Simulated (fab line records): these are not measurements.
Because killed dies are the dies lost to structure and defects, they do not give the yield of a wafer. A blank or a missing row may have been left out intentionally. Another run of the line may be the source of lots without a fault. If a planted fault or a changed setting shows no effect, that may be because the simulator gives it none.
fab line records    flow n5-finfet
[record] lots = 14  wafers = 38  last-day = 17
route steps=1938 shown TV_LITHO@1886 TV_OPEN@1890 PASSIVATION@1901
lots that met no fault: from a run of the same line without faults
start-h: hours from the record's first day to the start of the lot's first wafer shown    wait-h: how many hours have passed since the lot's step before this one    " same as the row above    L1.1+2: a row that stands for several wafers    - either no value or no given start    * or withheld: withheld    < > ~ a bound
route shown NAME@n: NAME is a module with steps in the file, n the number in the route of the first one    usual: mean/standard deviation taken from wafers without a fault    same: alike in all rows    chamber/n: place in a boat    sites: readings site by site    _std_site: how widely they spread, as a standard deviation    _edge_site: outer sites' mean less inner sites'    radius-mm: how far each site lies from the wafer's centre    mask NAME#n: copy n    behind: the tool/chamber that last shaped the wafer    hold: cause of the lot's hold/its duration in hours/its outcome    device: the transistor (n, p or np) that didn't switch    end of line: the tests these same wafers got at the end of their route    a step without rows: its recipe alone    killed: at the first sort, the dies lost to defects and structure; wafer yield is something else    map: dies across one wafer; x = killed, . = not, _ = none there
set.NAME: the setting as run; set.NAME@STEP: as run at that earlier step    model.NAME: the simulator's own value behind a step, which no gauge read
a sample of lots followed through the steps of the route, with each step as a table and each wafer as a row
services: a tool's chamber out of use, with start hour (start-h, from the record's first day; less than 0 if before it), hours out, and reason
[[steps]]
[step N5_PASSIVATION_DESCUM_12]
[recipe] chemistry = O2  time-s = 7.9  source-power-w = 50  bias-power-w = 20  pressure-mtorr = 20  rf-frequency-hz = 2.712e+07  temp-c = 40  o2-flow-sccm = 225
[usual] drypump-motor-current-A = 5.7/0.54  o2-flow-sccm = 225.0/0.6  oes-product-au = 0.79/0.083  rf-vpp-V = 243.1/1.5  showerhead-plenum-p-Torr = 2.09/0.084  throttle-valve-pct = 20.39/0.21
lot.wafer  tool         chamber  start-h  wait-h  drypump-motor-current-A  o2-flow-sccm  oes-product-au  rf-hours-counter-h  rf-vpp-V  showerhead-plenum-p-Torr  throttle-valve-pct
L218.2     rie-diel-05  3        244.40   0.0     5.8                      225.3         0.68            230                 243.3     2.17                      20.32
L218.3     "            2        "        "       6.8                      224.5         0.80            121                 245.8     2.19                      20.00
L220.2     rie-diel-05  1        249.01   0.0     6.1                      225.4         0.80            79                  245.2     2.20                      20.18
L220.6     "            1        "        "       6.1                      225.1         0.81            -                   246.3     2.20                      20.17
L224.1     rie-diel-01  0        273.21   0.0     4.9                      225.2         0.82            90                  242.1     2.11                      20.55
L224.4     "            3        "        "       5.3                      225.6         0.67            232                 241.8     1.98                      20.45
L224.5     "            2        "        "       5.0                      225.6         0.98            -                   242.1     2.04                      20.45
L222.1     rie-diel-03  1        282.61   0.0     6.1                      225.5         0.85            76                  241.7     2.03                      20.32
L222.3     "            2        "        "       5.0                      223.4         0.73            192                 241.2     2.00                      20.47
L222.6     "            2        "        "       5.1                      224.5         0.73            -                   241.9     2.00                      20.47
L227.4     rie-diel-05  2        293.88   0.0     6.7                      225.0         0.78            136                 245.2     2.19                      20.05
L227.5     "            1        "        "       6.1                      226.8         0.79            -                   245.8     2.19                      20.19
L227.6     "            0        "        "       5.6                      225.0         0.73            -                   241.6     1.94                      20.58
L226.2     rie-diel-05  2        297.93   0.3     6.7                      224.8         0.79            138                 243.6     2.19                      20.04
L226.4     "            0        "        "       5.6                      225.8         0.74            155                 239.7     1.94                      20.58
L228.3     rie-diel-03  3        298.05   0.2     5.4                      226.0         0.94            10                  245.8     2.16                      20.18
L228.4     "            2        "        "       5.1                      225.3         0.74            197                 242.0     2.00                      20.49
L228.5     "            1        "        "       6.1                      225.2         0.84            -                   242.1     2.02                      20.31
L229.2     rie-diel-03  1        310.33   0.2     6.1                      225.8         0.83            85                  241.7     2.02                      20.32
L229.3     "            3        "        "       5.4                      225.9         0.93            14                  243.3     2.16                      20.19
L229.6     "            1        "        "       6.1                      225.8         0.84            -                   241.6     2.02                      20.33
L231.3     rie-diel-03  1        320.13   0.1     6.1                      225.1         0.84            88                  242.1     2.02                      20.31
L231.5     "            2        "        "       5.0                      225.4         0.72            -                   241.3     2.00                      20.49
L230.1     rie-diel-05  2        320.63   0.5     6.7                      225.7         0.76            147                 244.5     2.18                      20.06
L230.2     "            0        "        "       5.6                      226.1         0.72            164                 239.9     1.94                      20.58
L230.4     "            1        "        "       6.1                      225.0         0.77            -                   244.7     2.19                      20.21
L232.1     rie-diel-01  0        332.66   0.1     4.9                      225.3         0.81            110                 242.2     2.10                      20.58
L232.2     "            1        "        "       5.8                      225.8         0.80            90                  244.5     2.12                      20.59
L232.4     "            1        "        "       5.8                      225.5         0.80            -                   245.1     2.12                      20.58
L234.1     rie-diel-03  2        335.54   0.2     5.0                      225.1         0.72            209                 242.3     2.00                      20.48
L234.4     "            0        "        "       5.9                      225.0         0.70            210                 243.8     2.08                      20.72
L234.6     "            3        "        "       5.4                      224.7         0.92            -                   245.1     2.16                      20.19
L240.2     rie-diel-01  0        381.65   0.0     4.9                      224.6         0.78            126                 243.9     2.10                      20.59
L240.3     "            3        "        "       5.4                      225.1         0.96            10                  245.2     2.23                      20.06
L240.4     "            1        "        "       5.8                      224.6         0.78            106                 243.9     2.12                      20.63
L241.2     rie-diel-05  0        393.03   0.0     5.6                      224.7         0.72            184                 241.6     1.93                      20.64
L241.3     "            1        "        "       6.1                      225.1         0.77            122                 243.7     2.18                      20.24
L241.6     "            1        "        "       6.1                      225.0         0.76            -                   245.0     2.18                      20.25
[step N5_PASSIVATION_ETCH_15]
[recipe] chemistry = CF4/N2  target = SiCN  target-depth-a = 750  taper-deg = 2  time-s = 81.2  ion-energy-ev = 150  mask-material = SiNx  pressure-mtorr = 40  source-w = 430  bias-w = 70  Ar_flow_sccm = 100  cf4-flow-sccm = 60  n2-flow-sccm = 60
[usual] cf4-flow-sccm = 60.01/0.17  drypump-motor-current-A = 5.7/0.53  mfc-ar-sccm = 100.0/0.32  oes-product-au = 0.80/0.082  rf-vpp-V = 382.0/2.2  showerhead-plenum-p-Torr = 2.19/0.083  throttle-valve-pct = 15.36/0.21
lot.wafer  tool         chamber  start-h  wait-h  cf4-flow-sccm  drypump-motor-current-A  mfc-ar-sccm  oes-product-au  rf-hours-counter-h  rf-vpp-V  showerhead-plenum-p-Torr  throttle-valve-pct
L218.2     rie-diel-05  3        -        -       59.75          5.7                      99.9         0.69            230                 384.9     2.26                      15.29
L218.3     "            2        "        "       59.98          6.8                      99.4         0.80            121                 384.0     2.30                      15.03
L220.2     rie-diel-05  1        -        -       59.79          6.1                      99.9         0.82            79                  384.2     2.32                      15.24
L220.6     "            1        "        "       59.94          6.1                      100.1        0.81            -                   384.6     2.32                      15.24
L224.1     rie-diel-01  0        -        -       60.07          4.9                      100.2        0.84            90                  382.0     2.22                      15.46
L224.4     "            3        "        "       60.26          5.3                      99.7         0.68            233                 379.3     2.10                      15.53
L224.5     "            2        "        "       60.06          5.0                      100.0        0.98            -                   380.8     2.17                      15.47
L222.1     rie-diel-03  1        -        -       59.88          6.1                      99.5         0.83            76                  380.8     2.15                      15.32
L222.3     "            2        "        "       60.14          5.0                      100.4        0.73            192                 381.9     2.11                      15.54
L222.6     "            2        "        "       60.13          5.0                      100.4        0.73            -                   379.4     2.11                      15.54
L227.4     rie-diel-05  2        -        -       60.02          6.8                      99.9         0.80            137                 383.7     2.29                      15.04
L227.5     "            1        "        "       59.87          6.1                      99.9         0.81            -                   384.8     2.32                      15.26
L227.6     "            0        "        "       60.27          5.6                      99.9         0.75            -                   377.8     2.04                      15.45
L226.2     rie-diel-05  2        -        -       59.92          6.7                      100.6        0.80            138                 383.8     2.29                      15.05
L226.4     "            0        "        "       60.00          5.6                      100.3        0.74            155                 378.9     2.04                      15.45
L228.3     rie-diel-03  3        -        -       60.20          5.4                      99.4         0.93            10                  383.6     2.26                      15.02
L228.4     "            2        "        "       59.78          5.1                      100.3        0.73            197                 379.7     2.11                      15.56
L228.5     "            1        "        "       60.04          6.1                      100.4        0.83            -                   379.5     2.15                      15.32
L229.2     rie-diel-03  1        -        -       60.18          6.1                      99.9         0.83            85                  381.1     2.14                      15.33
L229.3     "            3        "        "       59.81          5.4                      100.3        0.93            14                  383.0     2.25                      15.03
L229.6     "            1        "        "       60.20          6.1                      100.5        0.83            -                   381.2     2.14                      15.34
L231.3     rie-diel-03  1        -        -       59.98          6.1                      100.0        0.82            88                  380.5     2.14                      15.34
L231.5     "            2        "        "       59.85          5.0                      100.0        0.73            -                   380.0     2.11                      15.57
L230.1     rie-diel-05  2        -        -       59.94          6.7                      99.2         0.78            147                 382.8     2.29                      15.06
L230.2     "            0        "        "       59.89          5.6                      99.8         0.74            164                 377.1     2.03                      15.46
L230.4     "            1        "        "       60.24          6.1                      100.3        0.78            -                   385.8     2.31                      15.29
L232.1     rie-diel-01  0        -        -       60.02          4.9                      100.0        0.82            111                 383.0     2.22                      15.52
L232.2     "            1        "        "       60.04          5.8                      99.9         0.82            91                  383.3     2.22                      15.49
L232.4     "            1        "        "       60.13          5.8                      99.7         0.82            -                   382.3     2.22                      15.50
L234.1     rie-diel-03  2        -        -       59.97          5.1                      100.2        0.72            209                 379.4     2.11                      15.56
L234.4     "            0        "        "       59.98          5.9                      100.2        0.68            210                 382.7     2.19                      15.65
L234.6     "            3        "        "       59.74          5.4                      99.6         0.91            -                   381.6     2.25                      15.05
L240.2     rie-diel-01  0        -        -       59.98          4.9                      100.1        0.80            126                 381.9     2.21                      15.54
L240.3     "            3        "        "       60.09          5.3                      99.5         0.97            10                  387.3     2.36                      15.09
L240.4     "            1        "        "       60.04          5.8                      99.4         0.80            106                 383.2     2.22                      15.54
L241.2     rie-diel-05  0        -        -       59.85          5.6                      99.3         0.72            184                 378.2     2.03                      15.51
L241.3     "            1        "        "       60.04          6.1                      99.8         0.77            123                 384.5     2.30                      15.34
L241.6     "            1        "        "       60.02          6.1                      99.6         0.77            -                   384.3     2.30                      15.34
[step N5_PASSIVATION_EXPOSE_27]
[recipe] mask-id = PAD  na = 0.55  source-shape = conventional  sigma-outer = 0.8  polarization = unpolarized  defocus-nm = 0  dose-mj = 32.3
[usual] exposure-dose-mJ-cm2 = 32.29/0.034  focus-offset-nm = 0.0/0.5
lot.wafer  tool            chamber  start-h  wait-h  mask   exposure-dose-mJ-cm2  focus-offset-nm
L218.2     krf-scanner-01  0        245.98   -       PAD#0  32.27                 -0.5
L218.3     "               0        "        "       PAD#0  32.31                 -0.1
L220.2     krf-scanner-02  0        250.58   -       PAD#0  32.33                 0.6
L220.6     "               0        "        "       PAD#0  32.30                 -0.1
L224.1     krf-scanner-01  0        274.37   -       PAD#0  32.21                 0.1
L224.4     "               0        "        "       PAD#0  32.22                 -0.6
L224.5     "               0        "        "       PAD#0  32.22                 0.9
L222.1     krf-scanner-02  0        284.42   -       PAD#0  32.21                 -0.3
L222.3     "               0        "        "       PAD#0  32.27                 -0.4
L222.6     "               0        "        "       PAD#0  32.24                 0.6
L227.4     krf-scanner-02  0        295.21   -       PAD#0  32.27                 0.4
L227.5     "               0        "        "       PAD#0  32.25                 0.4
L227.6     "               0        "        "       PAD#0  32.29                 -0.1
L226.2     krf-scanner-02  0        299.09   -       PAD#0  32.30                 0.1
L226.4     "               0        "        "       PAD#0  32.33                 0.1
L228.3     krf-scanner-01  0        299.30   -       PAD#0  32.33                 0.4
L228.4     "               0        "        "       PAD#0  32.30                 0.1
L228.5     "               0        "        "       PAD#0  32.33                 0.7
L229.2     krf-scanner-02  0        312.58   -       PAD#0  32.34                 0.1
L229.3     "               0        "        "       PAD#0  32.40                 0.2
L229.6     "               0        "        "       PAD#0  32.30                 0.0
L231.3     krf-scanner-02  0        321.34   -       PAD#0  32.27                 -0.1
L231.5     "               0        "        "       PAD#0  32.24                 0.9
L230.1     krf-scanner-01  -        322.41   -       PAD#0  -                     -
L230.2     "               -        "        "       PAD#0  -                     -
L230.4     "               -        "        "       PAD#0  -                     -
L232.1     krf-scanner-02  -        334.49   -       PAD#0  -                     -
L232.2     "               -        "        "       PAD#0  -                     -
L232.4     "               -        "        "       PAD#0  -                     -
L234.1     krf-scanner-02  0        337.58   -       PAD#0  32.28                 -0.7
L234.4     "               0        "        "       PAD#0  32.29                 0.9
L234.6     "               0        "        "       PAD#0  32.28                 -0.4
L240.2     krf-scanner-02  0        383.29   -       PAD#0  32.26                 -0.1
L240.3     "               0        "        "       PAD#0  32.30                 0.0
L240.4     "               0        "        "       PAD#0  32.30                 0.1
L241.2     krf-scanner-02  0        395.82   -       PAD#0  32.28                 -0.4
L241.3     "               0        "        "       PAD#0  32.25                 0.5
L241.6     "               0        "        "       PAD#0  32.30                 0.0
[step N5_PASSIVATION_DESCUM_32]
[recipe] chemistry = O2  time-s = 7.9  source-power-w = 50  bias-power-w = 20  pressure-mtorr = 20  rf-frequency-hz = 2.712e+07  temp-c = 40  o2-flow-sccm = 225
[usual] drypump-motor-current-A = 5.7/0.37  o2-flow-sccm = 224.9/0.77  oes-product-au = 0.82/0.092  rf-vpp-V = 243.5/1.4  showerhead-plenum-p-Torr = 2.10/0.075  throttle-valve-pct = 20.49/0.19
lot.wafer  tool         chamber  start-h  wait-h  drypump-motor-current-A  o2-flow-sccm  oes-product-au  rf-hours-counter-h  rf-vpp-V  showerhead-plenum-p-Torr  throttle-valve-pct
L218.2     rie-diel-06  2        246.39   0.2     5.3                      226.3         0.70            240                 241.6     1.98                      20.70
L218.3     "            3        "        "       5.9                      224.2         0.96            6                   243.6     2.04                      20.61
L220.2     rie-diel-04  0        250.89   0.1     6.1                      224.9         0.76            130                 240.5     2.02                      20.51
L220.6     "            1        "        "       5.4                      224.9         0.85            -                   243.5     2.11                      20.41
L224.1     rie-diel-02  0        274.63   0.0     5.3                      225.9         0.83            79                  244.1     2.09                      20.52
L224.4     "            0        "        "       5.3                      224.8         0.83            -                   243.3     2.09                      20.52
L224.5     "            1        "        "       5.6                      224.9         0.70            -                   244.0     2.17                      20.87
L222.1     rie-diel-04  3        284.68   0.0     5.6                      225.8         0.68            239                 243.1     2.06                      20.75
L222.3     "            1        "        "       5.4                      224.5         0.83            96                  243.9     2.10                      20.45
L222.6     "            0        "        "       6.2                      223.8         0.75            -                   242.2     2.01                      20.54
L227.4     rie-diel-04  1        295.45   0.0     5.4                      225.8         0.83            99                  243.2     2.10                      20.44
L227.5     "            3        "        "       5.7                      224.4         0.70            -                   243.5     2.06                      20.77
L227.6     "            0        "        "       6.1                      223.4         0.75            -                   241.8     2.01                      20.54
L226.2     rie-diel-02  1        299.35   0.0     5.6                      226.2         0.69            246                 244.8     2.17                      20.90
L226.4     "            3        "        "       5.8                      224.3         0.79            101                 244.3     2.22                      20.61
L228.3     rie-diel-04  2        299.92   0.4     6.4                      224.3         0.70            227                 240.6     1.98                      20.40
L228.4     "            1        "        "       5.4                      224.1         0.82            101                 245.6     2.10                      20.44
L228.5     "            1        "        "       5.4                      222.8         0.83            -                   243.5     2.10                      20.45
L229.2     rie-diel-02  0        312.83   0.0     5.3                      225.4         0.82            96                  242.9     2.08                      20.55
L229.3     "            2        "        "       5.0                      225.8         0.69            246                 243.7     2.07                      20.59
L229.6     "            2        "        "       5.0                      223.5         0.69            -                   243.3     2.07                      20.59
L231.3     rie-diel-06  3        321.59   0.0     5.9                      225.4         0.89            34                  242.8     2.04                      20.66
L231.5     "            1        "        "       6.1                      225.3         0.90            -                   243.0     2.13                      20.36
L230.1     rie-diel-04  2        322.67   0.0     6.4                      224.5         0.69            235                 241.9     1.97                      20.41
L230.2     "            0        "        "       6.1                      225.3         0.73            158                 242.7     2.01                      20.57
L230.4     "            2        "        "       6.4                      224.9         0.69            -                   241.8     1.97                      20.42
L232.1     rie-diel-02  3        334.76   0.0     5.8                      224.6         0.77            118                 243.8     2.21                      20.64
L232.2     "            0        "        "       5.3                      223.7         0.81            106                 242.1     2.08                      20.58
L232.4     "            1        "        "       5.6                      224.3         0.98            -                   243.4     2.17                      20.54
L234.1     rie-diel-06  2        337.93   0.1     5.3                      224.2         0.93            17                  246.1     2.23                      20.34
L234.4     "            3        "        "       5.9                      222.8         0.86            39                  242.1     2.03                      20.68
L234.6     "            3        "        "       5.9                      225.1         0.87            -                   241.5     2.03                      20.68
L240.2     rie-diel-06  1        383.57   0.1     6.1                      225.3         0.86            49                  244.4     2.12                      20.39
L240.3     "            0        "        "       5.9                      224.5         0.86            63                  243.4     2.10                      20.21
L240.4     "            3        "        "       5.9                      225.5         0.85            56                  241.6     2.03                      20.70
L241.2     rie-diel-04  1        396.08   0.0     5.4                      225.9         0.78            141                 244.2     2.08                      20.51
L241.3     "            2        "        "       6.4                      225.4         0.95            9                   245.4     2.23                      20.11
L241.6     "            1        "        "       5.4                      225.5         0.78            -                   242.9     2.08                      20.50
[[services]]
tool            chamber  start-h  hours  kind
krf-scanner-02  -        230.84   0.8    pm
rie-diel-03     3        232.01   2.0    repair
krf-scanner-02  -        238.52   0.2    repair
krf-scanner-02  -        258.13   11.6   pm
rie-diel-02     2        266.21   11.0   repair
rie-diel-03     3        266.40   4.3    repair
rie-diel-04     -        279.19   1.3    repair
rie-diel-04     2        280.55   4.1    repair
krf-scanner-01  -        280.58   0.8    pm
rie-diel-05     3        288.80   4.2    repair
rie-diel-03     0        289.36   5.6    repair
krf-scanner-01  -        302.66   1.0    pm
krf-scanner-01  -        305.96   0.7    repair
krf-scanner-02  -        321.41   4.4    pm
krf-scanner-01  -        325.78   1.3    pm
rie-diel-01     1        326.54   5.2    repair
krf-scanner-01  -        333.95   36.0   pm
rie-diel-03     3        343.39   5.5    repair
rie-diel-03     2        358.84   8.7    repair
rie-diel-03     1        362.26   7.0    repair
rie-diel-04     0        366.47   32.6   repair
krf-scanner-02  -        369.95   4.0    pm
krf-scanner-02  -        373.97   1.3    pm
rie-diel-02     3        377.58   6.5    repair
[[key]]
[first-sign] step = N5_PASSIVATION_EXPOSE_27  reading = tool-record  direction = missing
effect none on later readings
met-at N5_PASSIVATION_EXPOSE_27
struck-lots L230,L232
later-rows-left-out L230.1,L230.2,L230.4,L232.1,L232.2,L232.4
sort-left-out L230.1,L230.2,L230.4,L232.1,L232.2,L232.4
not-acting-at N5_PASSIVATION_DESCUM_12,N5_PASSIVATION_ETCH_15,N5_PASSIVATION_DESCUM_32
onset-between 321.34 322.41
[fault] kind = skipped-step-whole  tool = krf-scanner-01,krf-scanner-02  chamber = -  onset-h = 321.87  steps = N5_PASSIVATION_EXPOSE_27  scope = struck-lots-only
// sort-left-out: the simulated sort isn't trusted on such a fault, so these wafers' sort isn't shown, and their yield isn't known
// later-rows-left-out: the simulator's readings of these wafers behind a module that went badly wrong aren't trusted and aren't shown, but for the sort
